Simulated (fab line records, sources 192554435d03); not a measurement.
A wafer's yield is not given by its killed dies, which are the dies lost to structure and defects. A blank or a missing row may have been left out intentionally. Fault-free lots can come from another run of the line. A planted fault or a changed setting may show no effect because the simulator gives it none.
Comparing a struck lot with a sound one | flow n5-finfet | 43 steps out of a route of 1938
Sound: these wafers, L392.1, L392.3, L392.6. The struck wafers were L388.3, L388.4, L388.5. The cause comes at the end.
Each step with rows lists, per side, the tool, then ch with its chambers, then its first start. Under that, the readings that differ: sound wafers | struck wafers | difference of the means | sigmas: that difference in standard deviations of wafers without a fault.
alike: readings with means less than 2 such deviations apart, plus words and numbers identical on both sides. not compared: withheld readings, readings lacking a value on some wafer, bounds such as >300 that could conceal the same value, and numbers that have no deviation in the record and whose values overlap.
Wherever a step has rows on one side only, a row that says differs or no value, or a row with sigmas, the two part there. Non-overlapping numbers with no deviation appear without sigmas and do not part them. A reading that every wafer of one side lacks parts them only if that side has two wafers or more.

first, 1 step without rows for these wafers: N5_HKMG_FIN_STRIP_56 (strips in N2/H2).
N5_HKMG_FIN_STRIP_57: strips in CF4.
  sound on rie-diel-04 ch 0,1,3, day 9 19:56; struck on rie-diel-03 ch 0,2,3, day 8 14:59
  alike: drypump-motor-current-A, oes-product-au, rf-vpp-V, showerhead-plenum-p-Torr, throttle-valve-pct
  not compared: rf-hours-counter-h
then, 6 steps without rows for these wafers: N5_HKMG_FIN_ETCH_58 (etches SOC in N2/H2, target depth 215.8 nm, time 741 s); N5_HKMG_FIN_STRIP_93 (strips SOC in N2/H2, time 20 s); N5_HKMG_FIN_WET_ETCH_76 (etches Al2O3 in dNH4OH, stops on La2O3, target depth 2.25 nm, rinse time 30 s); N5_HKMG_FIN_STRIP_60 (strips in N2/H2, time 360 s); N5_HKMG_FIN_WET_ETCH_77 (etches La2O3 in dHCl, stops on HfO2, target depth 2 nm); N5_HKMG_FIN_WET_ETCH_78 (etches Al2O3 in dNH4OH, stops on La2O3, target depth 4.5 nm, rinse time 30 s).
N5_HKMG_FIN_ALD_79: deposits TiN, target thk 1.5 nm, pulse time 1 s, purge time 3 s.
  sound on ald-metal-01 ch 1,2,3, day 9 21:01; struck on ald-metal-01 ch 0,1,2, day 8 16:04
  alike: heater-power-w, precursor-pulse-height-rel
N5_HKMG_FIN_CVD_62: deposits a-Si from Si2H6, target thk 3 nm, time 20.8 s.
  sound on thermal-cvd-si-02 ch 0,2, day 9 21:23; struck on thermal-cvd-si-02 ch 0,1,2, day 8 16:26
  alike: heater-power-w
then, 2 steps without rows for these wafers: N5_HKMG_FIN_RTA_80 (time 2 s); N5_HKMG_FIN_PRECLEAN_64 (cleans in dHF, time 30 s).
N5_HKMG_FIN_WET_ETCH_65: etches a-Si in TMAH, stops on TiN, time 49 s, target depth 3 nm.
  sound on wet-bench-01 ch 2,6,7, day 9 21:42; struck on wet-bench-01 ch 0,3,5, day 8 16:46
  no value came back on the struck wafers for bath-guard-temp-C (C), bath-heat-duty-pct (%), temp-c (C); on the sound wafers bath-guard-temp-C (C) reads 70.8 68.8 69.3
  reading                                   | sound | struck      | difference | sigmas
  model.a-Si_of_HKMG_FIN_CVD_62.thk-nm (nm) | 0 0 0 | 2.8 3.2 3.2 | +3.1       |
  not compared: model.TiN_of_HKMG_FIN_ALD_79.thk-nm
then, 3 steps without rows for these wafers: N5_HKMG_FIN_WET_ETCH_81 (etches TiN in SC1, stops on HfO2, time 57 s, target depth 6 nm); N5_HKMG_FIN_WET_ETCH_82 (etches La2O3 in dHCl, stops on HfO2, target depth 2 nm, rinse time 30 s); N5_HKMG_FIN_ALD_36 (deposits TiN, target thk 1 nm, pulse time 1 s, purge time 3 s).
N5_HKMG_FIN_THK_MEAS_70: measures by xrf.
  sound: film-metro-01 at day 9 22:06; struck: film-metro-01 at day 8 17:09
  alike: HK_THK
then, 9 steps without rows for these wafers: N5_HKMG_FIN_PWFM_ALD_03 (deposits TiN, target thk 2 nm, pulse time 1 s, purge time 3 s); N5_HKMG_FIN_COAT_29 (time 60 s, resist thk 300 nm); N5_HKMG_FIN_COAT_30 (time 60 s, resist thk 35 nm); N5_HKMG_FIN_COAT_06 (resist thk 90 nm); N5_HKMG_FIN_EBR_08; N5_HKMG_FIN_SOFTBAKE_07 (time 60 s); N5_HKMG_FIN_EXPOSE_09 (exposes mask NWFM); N5_HKMG_FIN_PEB_10 (peb time 60 s); N5_HKMG_FIN_DEVELOP_11 (develop time 30 s).
N5_HKMG_FIN_CD_MEAS_12: the cd target is 92.8 nm.
  sound on cd-sem-03 ch 0, day 9 22:59; struck on cd-sem-02 ch 0, day 8 17:54
  alike: cd-nm
N5_HKMG_FIN_OVL_MEAS_13:
  sound on overlay-02 ch 0, day 9 23:01; struck on overlay-01 ch 0, day 8 17:56
  alike: NWFM_OVL
N5_HKMG_FIN_INSPECT_14: inspects for defects (macro).
  sound: defect-inspect-01 at day 9 23:02; struck: defect-inspect-02 at day 8 17:58
  alike: raw-defect-count
then, 1 step without rows for these wafers: N5_HKMG_FIN_DESCUM_17 (chemistry O2, time 7.9 s).
N5_HKMG_FIN_ETCH_31: etches SiARC in CF4, target depth 45.5 nm, time 75.8 s.
  sound on rie-diel-03 ch 1,2, day 9 23:06; struck on rie-diel-03 ch 0,3, day 8 18:02
  alike: bias-w, cf4-flow-sccm, drypump-motor-current-A, etch-rf-on-time-s, oes-product-au, rf-vpp-V, showerhead-plenum-p-Torr, throttle-valve-pct
  not compared: rf-hours-counter-h
then, 9 steps without rows for these wafers: N5_HKMG_FIN_ETCH_32 (etches SOC in N2/H2, target depth 240 nm, time 300 s); N5_HKMG_FIN_STRIP_33 (strips in N2/H2); N5_HKMG_FIN_STRIP_34 (strips in CF4); N5_HKMG_FIN_ETCH_35 (etches SOC in N2/H2, target depth 215.8 nm, time 243.4 s); N5_HKMG_FIN_STRIP_92 (strips SOC in N2/H2, time 20 s); N5_HKMG_FIN_WET_ETCH_18 (etches TiN in SC1, time 55 s, target depth 5.2 nm, rinse time 30 s); N5_HKMG_FIN_STRIP_19 (strips in N2/H2, time 360 s); N5_HKMG_FIN_ALD_91 (deposits TiN, target thk 1 nm, pulse time 1 s, purge time 3 s); N5_HKMG_FIN_COAT_85 (time 60 s, resist thk 300 nm).
N5_HKMG_FIN_ETCH_86: etches SOC in N2/H2, stops on TiN, target depth 393.2 nm.
  sound on rie-diel-03 ch 0,1, day 10 00:24; struck on rie-diel-01 ch 0,1,3, day 8 19:30
  alike: bias-w, chamber-pressure-mTorr, drypump-motor-current-A, oes-product-au, rf-vpp-V, showerhead-plenum-p-Torr, throttle-valve-pct
  not compared: rf-hours-counter-h
then, 1 step without rows for these wafers: N5_HKMG_FIN_STRIP_89 (strips SOC in N2/H2, time 20 s).
-- the record jumps here: 6 days lie between the struck wafers' starts before and after (it left off in module HKMG_FIN and takes up again in module BEOL_M4, whose first step shown is number 1111 of the route) --
N5_BEOL_M4_RC_MEAS_101:
  sound on prober-02 ch 0, day 15 11:35; struck on prober-02 ch 0, day 14 15:31
  reading             | sound                      | struck                     | difference | sigmas
  EOT_P               | 10.50 10.37 10.66          | 10.79 10.80 10.67          | +0.24      | +3
  IGATE_P (nA/um)     | 0.0034 0.0041 0.0031       | 0.0007 0.0007 0.0008       | -0.0028    | -5
  IOFF_N (nA/um)      | 0.155 0.179 0.201          | 0.000 0.000 0.000          | -0.178     | -7
  IOFF_N_85C (nA/um)  | 3.1 3.5 3.9                | 0.0 0.0 0.0                | -3.5       | -8
  IOFF_N_LIN (nA/um)  | 0.075 0.082 0.089          | 0.000 0.000 0.000          | -0.082     | -8
  IOFF_N_LONG (nA/um) | 5.69e-05 5.66e-05 5.77e-05 | 3.85e-05 3.88e-05 3.89e-05 | -1.83e-05  | -9
  IOFF_P (nA/um)      | 0.222 0.236 0.247          | 4.582 3.719 4.353          | +3.983     | +99 or more
  IOFF_P_85C (nA/um)  | 3.8 4.1 4.2                | 48.8 41.2 46.2             | +41.4      | +98
  IOFF_P_LIN (nA/um)  | 0.105 0.110 0.112          | 2.084 1.796 1.976          | +1.843     | +99 or more
  IOFF_P_LONG (nA/um) | 0.000104 0.0001 0.000106   | 0.001041 0.001043 0.001027 | +0.000934  | +99 or more
  ION_N (uA/um)       | 672 676 681                | 148 146 146                | -530       | -48
  ION_P (uA/um)       | 466 468 461                | 568 565 556                | +98        | +14
  VT_N (mV)           | 251 248 247                | 512 511 511                | +263       | +88
  VT_N_LONG (mV)      | 275.2 272.5 274.9          | 525.9 515.2 516.2          | +244.9     | +99 or more
  VT_N_LVT (mV)       | 99 96 95                   | 353 359 359                | +260       | +84
  VT_P (mV)           | -249 -250 -248             | -166 -168 -166             | +82        | +26
  VT_P_LONG (mV)      | -275.6 -275.8 -274.7       | -203.6 -202.8 -204.1       | +71.9      | +28
  VT_P_LVT (mV)       | -99.2 -98.6 -98.0          | -13.3 -15.4 -13.4          | +84.6      | +37
  alike: DIBL_N, DIBL_P, SS_N, SS_P

## WHERE THEY PART
First at N5_HKMG_FIN_WET_ETCH_65; last, within this record, at N5_BEOL_M4_RC_MEAS_101.

WHY: what had been put in by the simulator
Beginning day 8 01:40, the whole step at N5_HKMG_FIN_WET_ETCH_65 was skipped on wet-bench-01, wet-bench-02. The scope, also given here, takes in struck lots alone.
